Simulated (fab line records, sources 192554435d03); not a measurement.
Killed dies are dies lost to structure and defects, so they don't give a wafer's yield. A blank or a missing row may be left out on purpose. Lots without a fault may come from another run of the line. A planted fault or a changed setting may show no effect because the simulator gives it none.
A struck lot beside a sound one | flow n5_finfet | 15 steps out of a route of 1938
Sound: wafers L110.3, L110.4, L110.6. Struck: wafer L122.6. (L122.2, L122.5 of the same lot were not struck and are left out.) The cause comes at the end.
At each step with rows: each side's tool, then ch and its chambers, then its first start. Under that, the readings that differ: sound wafers | struck wafers | difference of the means | sigmas: that difference in standard deviations of wafers without a fault.
alike: readings whose means differ by less than 2 such deviations, and words and numbers that are the same on both sides. not compared: withheld readings, readings that some wafer has no value for, bounds like >300 that may hide the same value, and numbers for which the record gives no deviation and whose values overlap.
The two part at a step that has a row with sigmas, a row that says differs or no value, or rows on one side only. Numbers that don't overlap but have no deviation are shown without sigmas and don't part them. A reading that every wafer of one side lacks parts them only if that side has two wafers or more.

first, 8 steps without rows for these wafers: N5_BEOL_M5_COAT_60 (time 60 s, resist thk 12 nm); N5_BEOL_M5_COAT_71 (time 60 s, resist thk 5 nm); N5_BEOL_M5_COAT_05 (resist thk 30 nm); N5_BEOL_M5_EBR_07; N5_BEOL_M5_SOFTBAKE_06 (time 60 s); N5_BEOL_M5_EXPOSE_08 (exposes mask M5, target cd 28 nm); N5_BEOL_M5_PEB_09 (peb time 60 s); N5_BEOL_M5_DEVELOP_10 (develop time 30 s).
N5_BEOL_M5_CD_MEAS_11: target cd 27.74 nm.
  sound on cd_sem-02 ch 0, day 11 19:16; struck on cd_sem-02 ch 0, day 14 12:56
  alike: cd_nm
N5_BEOL_M5_OVL_MEAS_12:
  sound on overlay-01 ch 0, day 11 19:19; struck on overlay-02 ch 0, day 14 12:59
  alike: M5_OVL
N5_BEOL_M5_INSPECT_13: inspects for defects (brightfield).
  sound on defect_inspect-02, day 11 19:22; struck on defect_inspect-02, day 14 13:02
  alike: raw_defect_count
N5_BEOL_M5_DESCUM_16: chemistry O2, time 7 s.
  sound on rie_diel-04 ch 0,1, day 11 19:24; struck on rie_diel-04 ch 3, day 14 13:17
  alike: drypump_motor_current_A, oes_product_au, rf_fwd_power_W, rf_vpp_V, showerhead_plenum_p_Torr, throttle_valve_pct
  not compared: rf_hours_counter_h
N5_BEOL_M5_ETCH_72: etches underlayer in N2/H2, target depth 6.5 nm, time 5.2 s.
  sound on rie_diel-04 ch 0,1, day 11 19:26; struck on rie_diel-04 ch 3, day 14 13:19
  reading               | sound             | struck | difference | sigmas
  bias_w (W)            | 150.5 150.5 149.3 | 134.6  | -15.5      | -34
  etch_rf_on_time_s (s) | 4.98 5.12 5.09    | 5.39   | +0.33      | +2
  rf_vpp_V (V)          | 525.0 522.3 524.9 | 486.8  | -37.3      | -15
  alike: drypump_motor_current_A, oes_product_au, rf_fwd_power_W, showerhead_plenum_p_Torr, throttle_valve_pct
  not compared: rf_hours_counter_h
N5_BEOL_M5_ETCH_61: etches SiARC in CF4, target depth 15.6 nm, time 26 s.
  sound on rie_diel-04 ch 0,1, day 11 19:27; struck on rie_diel-04 ch 3, day 14 13:20
  reading            | sound             | struck | difference | sigmas
  rf_fwd_power_W (W) | 533.2 532.6 533.3 | 538.2  | +5.2       | +2
  alike: bias_w, cf4_flow_sccm, drypump_motor_current_A, etch_rf_on_time_s, oes_product_au, rf_vpp_V, showerhead_plenum_p_Torr, throttle_valve_pct
  not compared: rf_hours_counter_h
-- the record jumps here: 4 days lie between the struck wafers' starts before and after (it left off in module BEOL_M5 and takes up again in module PASSIVATION, whose first step shown is number 1936 of the route) --
N5_PASSIVATION_PROBE_49:
  sound on prober-01, day 16 06:04; struck on prober-02, day 18 22:32
  alike: defect_limited_yield, killed_at_M0_to_M3, killed_at_M4_up, killed_at_contacts, killed_at_front_end, killed_at_other, killed_dies, killed_on_rim, killed_open, killed_short, sort_bin_5_function, sort_bin_6_memory, sort_bin_8_speed, sort_n_pass, sort_yield_pct

WHERE THEY PART
First at N5_BEOL_M5_ETCH_72; last, within this record, at N5_BEOL_M5_ETCH_61. Later steps at which nothing parts them and some readings are alike: N5_PASSIVATION_PROBE_49.

WHY: what the simulator had put in
Process parameter drift: rie_diel-04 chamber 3, from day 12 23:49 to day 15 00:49, at N5_BEOL_M5_ETCH_72. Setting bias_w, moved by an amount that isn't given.
